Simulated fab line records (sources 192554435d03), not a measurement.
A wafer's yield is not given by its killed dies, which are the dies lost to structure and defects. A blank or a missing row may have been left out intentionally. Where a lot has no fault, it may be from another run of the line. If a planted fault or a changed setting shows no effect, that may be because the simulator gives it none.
fab line records ; flow n5_finfet
[record] lots = 7; wafers = 21
route steps=1938 shown SDB@353 HKMG_FIN@395 GATE_CUT@501
start_h: hours from the record's opening day to when the first of the lot's shown wafers began ; wait_h: hours elapsed since this lot's preceding step ; " identical to the entry in the row above ; L1.1+2: one row covering several wafers at once ; - no value, or no start given ; * or withheld: withheld ; < > ~ a bound
route shown NAME@n: names a module that has steps shown in the file, with the first one's number in the route ; usual: mean/standard deviation taken from wafers without a fault ; same: alike in all rows ; chamber/n: place in a boat ; sites: readings site by site ; _std_site: the standard deviation of these ; _edge_site: mean of outer sites minus mean of inner sites ; radius_mm: how far each site lies from the wafer's centre ; mask NAME#n: copy n ; behind: the last tool/chamber to shape the wafer ; hold: reason for holding the lot/hours on hold/outcome of the hold ; device: the transistor (n, p or np) that didn't switch ; end of line: tests of these same wafers at the route's end ; a step given without rows: its recipe and nothing more ; killed: the dies lost at the first sort to structure and to defects; this is not the yield of the wafer ; map: a wafer's dies, marking killed ones x, the rest . and places with no die _
set.NAME: setting as actually run; set.NAME@STEP: the setting as run at that earlier step ; model.NAME: the simulator's own value behind a step, which no gauge read
lots where settings were altered on purpose, with a table for each step and a row for each wafer
[[steps]]
[step N5_SDB_EXPOSE_08]
[recipe] mask_id = SDB; na = 1.35; source_shape = conventional; sigma_outer = 0.5; polarization = unpolarized; dose_mj = 49.6
lot.wafer;tool;chamber;start_h;wait_h;mask;set.dose_mj
L076.1+4+5;arfi_scanner-03;0;80.25;-;SDB#0;49.6
L080.1+2;arfi_scanner-03;0;103.47;-;SDB#0;49.6
L080.4;arfi_scanner-03;0;103.47;-;SDB#0;47.08
L081.3+4+5;arfi_scanner-03;0;106.54;-;SDB#0;49.6
L090.4+5+6;arfi_scanner-01;0;164.36;-;SDB#0;49.6
L091.2+3;arfi_scanner-01;0;170.70;-;SDB#0;49.6
L091.6;arfi_scanner-01;0;170.70;-;SDB#0;46.75
L092.2+4;arfi_scanner-03;0;172.08;-;SDB#0;49.6
L092.5;arfi_scanner-03;0;172.08;-;SDB#0;53.17
L097.2+3+4;arfi_scanner-01;0;202.00;-;SDB#0;51.88
[step N5_SDB_PEB_09]
[recipe] peb_temp_c = withheld; peb_time_s = 60; resist = CAR-ArF
[step N5_SDB_DEVELOP_10]
[recipe] develop_time_s = 30; developer = TMAH; resist = CAR-ArF; rinse_liquid = diw; dry = air_spin; dev_temp_c = 23
[step N5_SDB_CD_MEAS_11]
[recipe] target_cd_nm = 50; landing_energy_ev = 500; detector = se_inlens; polarity = opening
[usual] cd_nm = 49.5/0.89
lot.wafer;tool;chamber;start_h;wait_h;set.dose_mj@SDB_EXPOSE_08;cd_nm
L076.1;cd_sem-01;0;80.38;-;49.6;47.9
L076.4;cd_sem-01;0;80.38;-;49.6;48.7
L076.5;cd_sem-01;0;80.38;-;49.6;49.1
L080.1;cd_sem-02;0;103.60;-;49.6;47.8
L080.2;cd_sem-02;0;103.60;-;49.6;48.2
L080.4;cd_sem-02;0;103.60;-;47.08;42.0
L081.3;cd_sem-03;0;106.66;-;49.6;48.0
L081.4;cd_sem-03;0;106.66;-;49.6;48.9
L081.5;cd_sem-03;0;106.66;-;49.6;48.2
L090.4;cd_sem-03;0;164.47;-;49.6;50.3
L090.5;cd_sem-03;0;164.47;-;49.6;49.3
L090.6;cd_sem-03;0;164.47;-;49.6;50.5
L091.2;cd_sem-03;0;170.82;-;49.6;49.5
L091.3;cd_sem-03;0;170.82;-;49.6;50.3
L091.6;cd_sem-03;0;170.82;-;46.75;43.4
L092.2;cd_sem-01;0;172.20;-;49.6;50.1
L092.4;cd_sem-01;0;172.20;-;49.6;50.0
L092.5;cd_sem-01;0;172.20;-;53.17;58.8
L097.2;cd_sem-01;0;202.12;-;51.88;54.3
L097.3;cd_sem-01;0;202.12;-;51.88;54.9
L097.4;cd_sem-01;0;202.12;-;51.88;55.0
[step N5_SDB_DESCUM_16]
[recipe] chemistry = O2; time_s = 7.9; source_power_w = 50; bias_power_w = 20; pressure_mtorr = 20; rf_frequency_hz = 2.712e+07; temp_c = 40; resist = CAR-ArF; o2_flow_sccm = 225
[step N5_SDB_ETCH_17]
[recipe] chemistry = CF4; target = SiARC; target_depth_a = 234; mask_material = CAR-ArF; time_s = 39; ion_energy_ev = 80; pressure_mtorr = 40; source_w = 545; bias_w = 36; Ar_flow_sccm = 100; cf4_flow_sccm = 100; ends = cleared
[step N5_SDB_ETCH_18]
[recipe] chemistry = N2/H2; target = SOC; target_depth_a = 1000; overetch_a = 200; mask_material = SiARC; temp_c = 40; time_s = 150; ion_energy_ev = 200; pressure_mtorr = 30; source_w = 840; bias_w = 150; n2_flow_sccm = 200; h2_flow_sccm = 200
lot.wafer;tool;chamber;start_h;wait_h;set.spin_rpm@SDB_COAT_03;model.etch.depth_nm
L076.1;rie_diel-04;0;81.25;0.0;1500;99.45
L076.4;rie_diel-04;2;81.25;0.0;1500;99.14
L076.5;rie_diel-04;0;81.25;0.0;1500;99.09
L080.1;rie_diel-04;1;103.76;0.0;1659;95.01
L080.2;rie_diel-04;2;103.76;0.0;1659;95.21
L080.4;rie_diel-04;1;103.76;0.0;1659;95.25
L081.3;rie_diel-06;3;106.82;0.0;1500;99.74
L081.4;rie_diel-06;3;106.82;0.0;1500;99.69
L081.5;rie_diel-06;2;106.82;0.0;1500;99.53
L090.4;rie_diel-06;1;164.91;0.0;1500;99.51
L090.5;rie_diel-06;1;164.91;0.0;1500;100.1
L090.6;rie_diel-06;0;164.91;0.0;1500;99.91
L091.2;rie_diel-05;0;171.34;0.0;1353;105.1
L091.3;rie_diel-05;1;171.34;0.0;1500;99.64
L091.6;rie_diel-05;0;171.34;0.0;1353;104.8
L092.2;rie_diel-05;1;172.36;0.0;1500;99.97
L092.4;rie_diel-05;0;172.36;0.0;1500;99.89
L092.5;rie_diel-05;1;172.36;0.0;1500;100.1
L097.2;rie_diel-05;1;202.43;0.0;1500;99.64
L097.3+4;rie_diel-05;2,3;202.43;0.0;1580;96.99
[step N5_SDB_STRIP_19]
[recipe] chemistry = N2/H2; temp_c = 40; n2_flow_sccm = 200; h2_flow_sccm = 200; rf_frequency_hz = 6e+07
[step N5_SDB_STRIP_21]
[recipe] chemistry = CF4; resist = SiARC; power_w = 300; bias_power_w = 75; pressure_mtorr = 50; cf4_flow_sccm = 150; rf_frequency_hz = 6e+07
[step N5_SDB_HM_OPEN_20]
[recipe] chemistry = CH3F/O2; target = SiNx; mask_material = SOC; target_depth_a = 240; stop_on = poly-Si; over_etch_frac = 0.4; ion_energy_ev = 120; pressure_mtorr = 30; source_w = 395; bias_w = 73; Ar_flow_sccm = 150; CH3F_flow_sccm = 30; O2_flow_sccm = 20
lot.wafer;tool;chamber;start_h;wait_h;set.spin_rpm@SDB_COAT_03;model.SOC_of_SDB_COAT_03.thk_nm
L076.1;rie_diel-04;0;81.41;0.0;1500;83.6
L076.4+5;rie_diel-04;2,0;81.41;0.0;1500;83.2
L080.1;rie_diel-04;1;103.92;0.0;1659;78.8
L080.2;rie_diel-04;2;103.92;0.0;1659;79.4
L080.4;rie_diel-04;1;103.92;0.0;1659;79.2
L081.3+4;rie_diel-06;3;106.98;0.0;1500;83.8
L081.5;rie_diel-06;2;106.98;0.0;1500;84
L090.4;rie_diel-06;1;165.06;0.0;1500;83.8
L090.5;rie_diel-06;1;165.06;0.0;1500;84.2
L090.6;rie_diel-06;0;165.06;0.0;1500;83.6
L091.2;rie_diel-05;0;171.49;0.0;1353;89.2
L091.3;rie_diel-05;1;171.49;0.0;1500;83.6
L091.6;rie_diel-05;0;171.49;0.0;1353;88.8
L092.2+4;rie_diel-05;1,0;172.52;0.0;1500;83.8
L092.5;rie_diel-05;1;172.52;0.0;1500;84.2
L097.2;rie_diel-05;1;202.59;0.0;1500;83.6
L097.3;rie_diel-05;2;202.59;0.0;1580;81
L097.4;rie_diel-05;3;202.59;0.0;1580;81.2
[step N5_SDB_STRIP_22]
[recipe] chemistry = N2/H2; power_w = 1000; temp_c = 250; h2_frac = 0.65; overash_fraction = 0.3; pressure_mtorr = withheld; n2_flow_sccm = 1750; h2_flow_sccm = 3250
[usual] strip_time_to_endpoint_s = 96.19/0.29
lot.wafer;tool;chamber;start_h;wait_h;set.spin_rpm@SDB_COAT_03;strip_time_to_endpoint_s
L076.1;plasma_asher-02;1;81.49;0.1;1500;95.77
L076.4;plasma_asher-02;1;81.49;0.1;1500;95.52
L076.5;plasma_asher-02;1;81.49;0.1;1500;95.51
L080.1;plasma_asher-01;0;104.00;0.1;1659;91.32
L080.2;plasma_asher-01;1;104.00;0.1;1659;91.79
L080.4;plasma_asher-01;0;104.00;0.1;1659;91.63
L081.3;plasma_asher-02;0;107.10;0.1;1500;96.00
L081.4;plasma_asher-02;1;107.10;0.1;1500;95.98
L081.5;plasma_asher-02;1;107.10;0.1;1500;96.20
L090.4;plasma_asher-01;1;165.18;0.1;1500;95.95
L090.5;plasma_asher-01;0;165.18;0.1;1500;96.31
L090.6;plasma_asher-01;1;165.18;0.1;1500;95.91
L091.2;plasma_asher-01;0;171.58;0.1;1353;101.11
L091.3;plasma_asher-01;0;171.58;0.1;1500;95.89
L091.6;plasma_asher-01;0;171.58;0.1;1353;100.74
L092.2;plasma_asher-01;0;172.60;0.1;1500;96.04
L092.4;plasma_asher-01;1;172.60;0.1;1500;95.95
L092.5;plasma_asher-01;0;172.60;0.1;1500;96.32
L097.2;plasma_asher-01;0;202.72;0.1;1500;95.85
L097.3;plasma_asher-01;1;202.72;0.1;1580;93.32
L097.4;plasma_asher-01;0;202.72;0.1;1580;93.53
[step N5_HKMG_FIN_EXPOSE_46]
[recipe] mask_id = NDIPOLE; na = 1.35; source_shape = conventional; sigma_outer = 0.8; polarization = unpolarized; dose_mj = 40
lot.wafer;tool;chamber;start_h;wait_h;mask;set.dose_mj
L076.1;arfi_scanner-01;0;87.51;-;NDIPOLE#0;39.15
L076.4+5;arfi_scanner-01;0;87.51;-;NDIPOLE#0;40
L080.1+2+4;arfi_scanner-02;0;109.71;-;NDIPOLE#0;40
L081.3+5;arfi_scanner-02;0;112.70;-;NDIPOLE#0;38.07
L081.4;arfi_scanner-02;0;112.70;-;NDIPOLE#0;40
L090.4+5+6;arfi_scanner-03;0;170.53;-;NDIPOLE#0;40
L091.2+6;arfi_scanner-02;0;176.79;-;NDIPOLE#0;42.92
L091.3;arfi_scanner-02;0;176.79;-;NDIPOLE#0;40
L092.2+5;arfi_scanner-02;0;178.47;-;NDIPOLE#0;40
L092.4;arfi_scanner-02;0;178.47;-;NDIPOLE#0;37.11
L097.2+3+4;arfi_scanner-03;0;207.60;-;NDIPOLE#0;40
[step N5_HKMG_FIN_PEB_47]
[recipe] peb_temp_c = withheld; peb_time_s = 60; resist = CAR-ArF
[step N5_HKMG_FIN_DEVELOP_48]
[recipe] develop_time_s = 30; developer = TMAH; resist = CAR-ArF; rinse_liquid = diw; dry = air_spin; dev_temp_c = 23
[step N5_HKMG_FIN_CD_MEAS_49]
[recipe] target_cd_nm = 202; landing_energy_ev = 500; detector = se_inlens; polarity = opening
[usual] cd_nm = 201.9/0.61
lot.wafer;tool;chamber;start_h;wait_h;set.dose_mj@HKMG_FIN_EXPOSE_46;cd_nm
L076.1;cd_sem-03;0;87.64;-;39.15;201.0
L076.4;cd_sem-03;0;87.64;-;40;201.4
L076.5;cd_sem-03;0;87.64;-;40;201.5
L080.1;cd_sem-01;0;109.83;-;40;202.8
L080.2;cd_sem-01;0;109.83;-;40;203.5
L080.4;cd_sem-01;0;109.83;-;40;202.7
L081.3;cd_sem-02;0;112.82;-;38.07;199.0
L081.4;cd_sem-02;0;112.82;-;40;202.3
L081.5;cd_sem-02;0;112.82;-;38.07;198.6
L090.4;cd_sem-03;0;170.64;-;40;202.4
L090.5;cd_sem-03;0;170.64;-;40;201.7
L090.6;cd_sem-03;0;170.64;-;40;201.4
L091.2;cd_sem-01;0;176.91;-;42.92;207.2
L091.3;cd_sem-01;0;176.91;-;40;202.6
L091.6;cd_sem-01;0;176.91;-;42.92;207.5
L092.2;cd_sem-03;0;178.59;-;40;201.7
L092.4;cd_sem-03;0;178.59;-;37.11;197.7
L092.5;cd_sem-03;0;178.59;-;40;202.3
L097.2;cd_sem-02;0;207.72;-;40;202.1
L097.3;cd_sem-02;0;207.72;-;40;202.1
L097.4;cd_sem-02;0;207.72;-;40;202.3
[step N5_HKMG_FIN_DESCUM_53]
[recipe] chemistry = O2; time_s = 7.9; source_power_w = 50; bias_power_w = 20; pressure_mtorr = 20; rf_frequency_hz = 2.712e+07; temp_c = 40; resist = CAR-ArF; o2_flow_sccm = 225
[step N5_HKMG_FIN_ETCH_54]
[recipe] chemistry = CF4; target = SiARC; target_depth_a = 455; mask_material = CAR-ArF; time_s = 75.8; ion_energy_ev = 80; pressure_mtorr = 40; source_w = 545; bias_w = 36; Ar_flow_sccm = 100; cf4_flow_sccm = 100; ends = cleared
lot.wafer;tool;chamber;start_h;wait_h;set.dose_mj@HKMG_FIN_EXPOSE_46;model.HKMG_FIN.cd_offset_nm
L076.1;rie_diel-06;0;89.29;0.0;39.15;-1.2
L076.4+5;rie_diel-06;3,1;89.29;0.0;40;-0.4
L080.1+2;rie_diel-04;1,3;110.12;0.0;40;1
L080.4;rie_diel-04;0;110.12;0.0;40;0.6
L081.3+5;rie_diel-06;1,3;112.99;0.0;38.07;-3
L081.4;rie_diel-06;0;112.99;0.0;40;0.4
L090.4;rie_diel-06;0;171.04;0.0;40;0
L090.5;rie_diel-06;1;171.04;0.0;40;-0.6
L090.6;rie_diel-06;3;171.04;0.0;40;-0.2
L091.2;rie_diel-05;1;177.03;0.0;42.92;5.6
L091.3;rie_diel-05;2;177.03;0.0;40;0.6
L091.6;rie_diel-05;3;177.03;0.0;42.92;5.4
L092.2;rie_diel-04;3;178.71;0.0;40;-0.2
L092.4;rie_diel-04;2;178.71;0.0;37.11;-4.4
L092.5;rie_diel-04;1;178.71;0.0;40;0.2
L097.2;rie_diel-06;0;207.87;0.0;40;-0.4
L097.3;rie_diel-06;2;207.87;0.0;40;0
L097.4;rie_diel-06;3;207.87;0.0;40;0.2
[step N5_HKMG_FIN_ETCH_55]
[recipe] chemistry = N2/H2; target = SOC; target_depth_a = 2400; temp_c = 40; time_s = 300; ion_energy_ev = 200; mask_material = SiARC; pressure_mtorr = 30; source_w = 840; bias_w = 150; n2_flow_sccm = 200; h2_flow_sccm = 200
lot.wafer;tool;chamber;start_h;wait_h;set.dose_mj@HKMG_FIN_EXPOSE_46;model.HKMG_FIN.cd_offset_nm
L076.1;rie_diel-06;0;89.35;0.0;39.15;-1.4
L076.4;rie_diel-06;3;89.35;0.0;40;-0.6
L076.5;rie_diel-06;1;89.35;0.0;40;-0.4
L080.1;rie_diel-04;1;110.18;0.0;40;0.8
L080.2;rie_diel-04;3;110.18;0.0;40;1.4
L080.4;rie_diel-04;0;110.18;0.0;40;0
L081.3;rie_diel-06;1;113.04;0.0;38.07;-3.4
L081.4;rie_diel-06;0;113.04;0.0;40;-0.2
L081.5;rie_diel-06;3;113.04;0.0;38.07;-3.6
L090.4;rie_diel-06;0;171.16;0.1;40;0
L090.5;rie_diel-06;1;171.16;0.1;40;-0.6
L090.6;rie_diel-06;3;171.16;0.1;40;0.2
L091.2;rie_diel-05;1;177.09;0.0;42.92;5.6
L091.3;rie_diel-05;2;177.09;0.0;40;0.8
L091.6;rie_diel-05;3;177.09;0.0;42.92;5.4
L092.2;rie_diel-04;3;178.76;0.0;40;0.2
L092.4;rie_diel-04;2;178.76;0.0;37.11;-4.6
L092.5;rie_diel-04;1;178.76;0.0;40;0.4
L097.2;rie_diel-06;0;207.92;0.0;40;-0.4
L097.3;rie_diel-06;2;207.92;0.0;40;0
L097.4;rie_diel-06;3;207.92;0.0;40;-0.2
[step N5_HKMG_FIN_ETCH_58]
[recipe] chemistry = N2/H2; target = SOC; target_depth_a = 2158; ion_energy_ev = 50; bias_w = 13; time_s = 741; pressure_mtorr = 30; source_w = 875; n2_flow_sccm = 200; h2_flow_sccm = 200
[usual] rf_vpp_V = 99.1/1
lot.wafer;tool;chamber;start_h;wait_h;set.source_w;rf_vpp_V;model.etch.depth_nm;model.HKMG_FIN.feature_depth_nm;model.SOC_of_HKMG_FIN_COAT_41.thk_nm
L076.1;rie_diel-06;0;89.56;0.0;875;99.7;217.3;217.4;82.6
L076.4;rie_diel-06;3;89.56;0.0;807.3;101.9;202.6;202.6;98.2
L076.5;rie_diel-06;1;89.56;0.0;875;98.3;216;216;83.8
L080.1;rie_diel-04;1;110.39;0.0;936.1;97.6;231.1;231;69
L080.2;rie_diel-04;3;110.39;0.0;936.1;97.7;231.4;231.4;68.4
L080.4;rie_diel-04;0;110.39;0.0;875;99.2;215.8;215.8;84.2
L081.3;rie_diel-06;1;113.25;0.0;875;97.4;217.1;217;83.8
L081.4;rie_diel-06;0;113.25;0.0;875;98.9;219.3;219.2;81.4
L081.5;rie_diel-06;3;113.25;0.0;875;97.9;217.9;217.8;82.2
L090.4;rie_diel-06;0;171.49;0.2;875;99.3;218.9;219;81
L090.5;rie_diel-06;1;171.49;0.2;875;97.5;215.2;215.2;85.4
L090.6;rie_diel-06;3;171.49;0.2;875;97.9;216.9;217;84
L091.2;rie_diel-05;1;177.30;0.0;875;97.8;218.4;218.4;81.8
L091.3;rie_diel-05;2;177.30;0.0;875;99.5;216.8;216.8;83.8
L091.6;rie_diel-05;3;177.30;0.0;932;96.2;225.7;225.6;74.4
L092.2;rie_diel-04;3;178.97;0.0;875;98.9;217.6;217.6;81.2
L092.4;rie_diel-04;2;178.97;0.0;875;99.5;214.1;214;84
L092.5;rie_diel-04;1;178.97;0.0;875;98.8;213.6;213.6;84.8
L097.2;rie_diel-06;0;208.13;0.0;1002;92.8;243.5;243.6;56.4
L097.3;rie_diel-06;2;208.13;0.0;875;100.0;217.4;217.4;82.2
L097.4;rie_diel-06;3;208.13;0.0;1002;93.0;237.8;237.8;62.8
[step N5_GATE_CUT_CUT_ETCH_54]
[recipe] chemistry = Cl2/BCl3; target = TiN; mask_material = SiO2; target_depth_a = 967; pressure_mtorr = 10; icp_w = 1000; bias_w = 126; Cl2_flow_sccm = 53.25; bcl3_flow_sccm = 21.75; Ar_flow_sccm = 25; ends = cleared
[usual] etch_rf_on_time_s = 36.2/0.52
lot.wafer;tool;chamber;start_h;wait_h;set.bias_w;etch_rf_on_time_s
L076.1;rie_metal-02;1;101.48;0.0;148.5;34.6
L076.4;rie_metal-02;0;101.48;0.0;148.5;34.5
L076.5;rie_metal-02;1;101.48;0.0;126;36.7
L080.1;rie_metal-01;0;122.58;0.0;126;35.6
L080.2;rie_metal-01;1;122.58;0.0;142.6;34.7
L080.4;rie_metal-01;0;122.58;0.0;142.6;34.2
L081.3;rie_metal-01;1;124.88;0.0;126;36.8
L081.4;rie_metal-01;0;124.88;0.0;126;36.0
L081.5;rie_metal-01;1;124.88;0.0;132.4;35.8
L090.4;rie_metal-01;0;183.28;0.0;126;35.6
L090.5;rie_metal-01;1;183.28;0.0;126;36.0
L090.6;rie_metal-01;0;183.28;0.0;126;36.0
L091.2;rie_metal-02;0;189.44;0.0;126;36.9
L091.3;rie_metal-02;0;189.44;0.0;126;36.5
L091.6;rie_metal-02;1;189.44;0.0;126;36.7
L092.2;rie_metal-03;0;191.56;0.0;126;35.4
L092.4;rie_metal-03;0;191.56;0.0;126;35.3
L092.5;rie_metal-03;0;191.56;0.0;132.4;34.7
L097.2;rie_metal-02;0;219.82;0.0;126;36.7
L097.3;rie_metal-02;1;219.82;0.0;126;37.0
L097.4;rie_metal-02;0;219.82;0.0;137;35.9
[[key]]
[split] step = N5_SDB_EXPOSE_08; setting = dose_mj; stated = 49.6; by = wafer
[response] step = N5_SDB_CD_MEAS_11; reading = cd_nm; change = +1.18; per = 1%; r = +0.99
[split] step = N5_HKMG_FIN_EXPOSE_46; setting = dose_mj; stated = 40; by = wafer
[response] step = N5_HKMG_FIN_CD_MEAS_49; reading = cd_nm; change = +0.629; per = 1%; r = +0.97
[response] step = N5_HKMG_FIN_ETCH_54; reading = model.HKMG_FIN.cd_offset_nm; change = +0.643; per = 1%; r = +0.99
[response] step = N5_HKMG_FIN_ETCH_55; reading = model.HKMG_FIN.cd_offset_nm; change = +0.657; per = 1%; r = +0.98
[split] step = N5_HKMG_FIN_ETCH_58; setting = source_w; stated = 875; by = wafer
[response] step = N5_HKMG_FIN_ETCH_58; reading = rf_vpp_V; change = -0.424; per = 1%; r = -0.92
[response] step = N5_HKMG_FIN_ETCH_58; reading = model.etch.depth_nm; change = +1.68; per = 1%; r = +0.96
[response] step = N5_HKMG_FIN_ETCH_58; reading = model.HKMG_FIN.feature_depth_nm; change = +1.68; per = 1%; r = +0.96
[response] step = N5_HKMG_FIN_ETCH_58; reading = model.SOC_of_HKMG_FIN_COAT_41.thk_nm; change = -1.68; per = 1%; r = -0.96
[split] step = N5_GATE_CUT_CUT_ETCH_54; setting = bias_w; stated = 126; by = wafer
[response] step = N5_GATE_CUT_CUT_ETCH_54; reading = etch_rf_on_time_s; change = *; per = 1%; r = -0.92
split outside_this_file step=N5_SDB_COAT_03 setting=spin_rpm
// split outside_this_file: this setting was split too, and the file shows its column; the key of that split is in another file
